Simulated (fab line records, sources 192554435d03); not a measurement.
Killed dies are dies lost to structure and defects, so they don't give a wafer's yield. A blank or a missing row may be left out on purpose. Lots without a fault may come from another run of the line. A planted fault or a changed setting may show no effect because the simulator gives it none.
Chamber matching | flow n5_finfet | N5_BEOL_M12_ETCH_68 on rie_diel-02: 4 sister chambers
The step etches SOC in N2/H2, time 285 s. 20 wafers are shown with their chamber, then 10 later ones without.

WAFERS WITH THEIR CHAMBER
wafer  | chamber | drypump_motor_current_A (A) | oes_product_au (a.u.) | throttle_valve_pct (%)
L077.2 | 1       | 5.9                         | 0.88                  | 17.63
L077.3 | 2       | 5.6                         | 0.94                  | 17.65
L077.4 | 3       | 6.6                         | 0.67                  | 17.78
L079.1 | 1       | 5.9                         | 0.88                  | 17.63
L079.4 | 2       | 5.6                         | 0.93                  | 17.66
L079.6 | 2       | 5.6                         | 0.93                  | 17.66
L082.2 | 3       | 6.5                         | 0.67                  | 17.81
L082.3 | 1       | 5.9                         | 0.87                  | 17.63
L082.6 | 0       | 6.1                         | 0.65                  | 17.78
L086.2 | 1       | 5.9                         | 0.85                  | 17.66
L086.4 | 0       | 6.2                         | 0.96                  | 17.34
L086.6 | 1       | 5.9                         | 0.86                  | 17.66
L088.1 | 0       | 6.1                         | 0.94                  | 17.34
L088.2 | 1       | 5.9                         | 0.84                  | 17.68
L088.3 | 2       | 5.6                         | 0.89                  | 17.70
L085.4 | 1       | 5.9                         | 0.84                  | 17.67
L085.5 | 2       | 5.6                         | 0.88                  | 17.71
L085.6 | 0       | 6.1                         | 0.93                  | 17.34
L091.3 | 1       | 5.9                         | 0.82                  | 17.68
L091.4 | 0       | 6.2                         | 0.91                  | 17.36

SIGNATURES (means of the wafers above)
reading                 | chamber 0 | chamber 1 | chamber 2 | chamber 3 | scatter within a chamber
drypump_motor_current_A | 6.140     | 5.900     | 5.600     | 6.550     | 0.0326
oes_product_au          | 0.8780    | 0.8550    | 0.9140    | 0.6700    | 0.0673
throttle_valve_pct      | 17.4320   | 17.6550   | 17.6760   | 17.7950   | 0.0995
Rule: a wafer's distance from a chamber is the root of the sum, over the readings, of the square of ((its reading less the chamber's mean) divided by the reading's scatter). The wafer belongs to the nearest chamber; if the next one is less than 2 further off, it can't be placed. The scatter: the root of (the sum of the squares of (reading less its chamber's mean) over the shown wafers, divided by (wafers less chambers)).

WAFERS WITHOUT THEIR CHAMBER
wafer  | drypump_motor_current_A (A) | oes_product_au (a.u.) | throttle_valve_pct (%)
L091.6 | 6.6                         | 0.95                  | 17.43
L090.2 | 5.9                         | 0.82                  | 17.68
L090.3 | 6.2                         | 0.90                  | 17.35
L090.5 | 5.9                         | 0.82                  | 17.67
L092.2 | 6.1                         | 0.91                  | 17.37
L092.4 | 5.9                         | 0.82                  | 17.70
L092.6 | 5.6                         | 0.85                  | 17.72
L096.2 | 6.5                         | 0.92                  | 17.45
L096.3 | 6.0                         | 0.81                  | 17.70
L096.5 | 5.6                         | 0.84                  | 17.75

WHICH CHAMBER EACH WENT THROUGH
wafer  | from the rows above     | in truth
L091.6 | 3                       | 3
L090.2 | 1                       | 1
L090.3 | 0                       | 0
L090.5 | 1                       | 1
L092.2 | 0                       | 0
L092.4 | 1                       | 1
L092.6 | 2                       | 2
L096.2 | 3                       | 3
L096.3 | can't be placed: 1 or 0 | 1
L096.5 | 2                       | 2
Placed correctly: 9 of 10. Can't be placed from these rows: 1 (the true chamber is among the candidates in 1). Placed wrongly: 0.
